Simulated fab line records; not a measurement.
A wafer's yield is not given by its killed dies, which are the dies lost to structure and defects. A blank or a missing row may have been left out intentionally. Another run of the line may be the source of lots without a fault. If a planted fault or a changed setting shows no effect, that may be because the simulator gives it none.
Chamber matching    flow n5Finfet    4 sister chambers for N5_HKMG_FIN_ALD_74 on aldHk-01
The step deposits La2O3, target thk 0.5 nm, pulse time 6 s, co reactant pulse time 1 s. 22 wafers are shown with their chamber, then 11 later ones without.

== WAFERS WITH THEIR CHAMBER ==
wafer   chamber  heaterPowerOuterW (W)  heaterPowerW (W)  precursorPulseHeightRel
L074.1  1        188                    322               1.002
L074.2  0        169                    318               0.990
L074.5  3        162                    319               1.019
L075.1  3        160                    327               1.012
L075.2  2        184                    360               1.026
L075.3  1        185                    330               1.013
L083.2  2        183                    348               1.018
L083.5  1        185                    335               1.010
L083.6  0        165                    318               0.963
L085.1  3        163                    313               0.995
L085.2  1        190                    335               1.025
L085.3  2        183                    350               0.990
L085.4  0        167                    315               0.981
L085.5  3        166                    322               0.996
L085.6  0        165                    316               1.015
L087.2  2        184                    342               0.992
L087.3  3        162                    306               0.990
L087.6  2        188                    345               0.985
L089.2  0        169                    316               1.034
L089.3  2        186                    345               1.015
L089.6  2        182                    347               1.033
L091.1  3        161                    313               1.003

SIGNATURES, as means of the wafers listed above
reading                  chamber 0  chamber 1  chamber 2  chamber 3  scatter within a chamber
heaterPowerOuterW        167.00     187.00     184.29     162.33     2.12
heaterPowerW             316.60     330.50     348.14     316.67     5.79
precursorPulseHeightRel  0.99660    1.01250    1.00843    1.00250    0.0186
Rule: for each reading, subtract the chamber's mean from the wafer's reading, divide by that reading's scatter and square the result; add these up over the readings and take the root, which gives the wafer's distance from the chamber. If the next closest chamber is less than 2 further off than the closest, the wafer can't be placed; otherwise it belongs to the closest. How the scatter is found: for the shown wafers, subtract from each reading the mean of its chamber, square and add these, divide the total by (wafers less chambers), then take the root.

== WAFERS WHOSE CHAMBER IS MISSING ==
wafer   heaterPowerOuterW (W)  heaterPowerW (W)  precursorPulseHeightRel
L091.4  168                    314               1.008
L091.6  161                    321               1.000
L092.3  181                    353               1.014
L092.4  185                    333               1.025
L092.6  182                    354               1.001
L096.1  163                    318               0.988
L096.2  167                    328               1.020
L096.3  188                    347               0.979
L097.1  180                    346               1.039
L097.2  187                    334               0.991
L097.4  159                    311               0.997

== EACH ONE'S CHAMBER ==
wafer   from the rows above      in truth
L091.4  can't be placed: 0 or 3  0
L091.6  can't be placed: 3 or 0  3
L092.3  2                        2
L092.4  can't be placed: 1 or 2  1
L092.6  2                        2
L096.1  can't be placed: 3 or 0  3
L096.2  can't be placed: 0 or 3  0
L096.3  can't be placed: 2 or 1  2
L097.1  can't be placed: 2 or 1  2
L097.2  can't be placed: 1 or 2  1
L097.4  3                        3
3 of 11 placed correctly. These rows do not allow placing 8 (true chamber among the candidates in 8). Wrongly placed: 0.
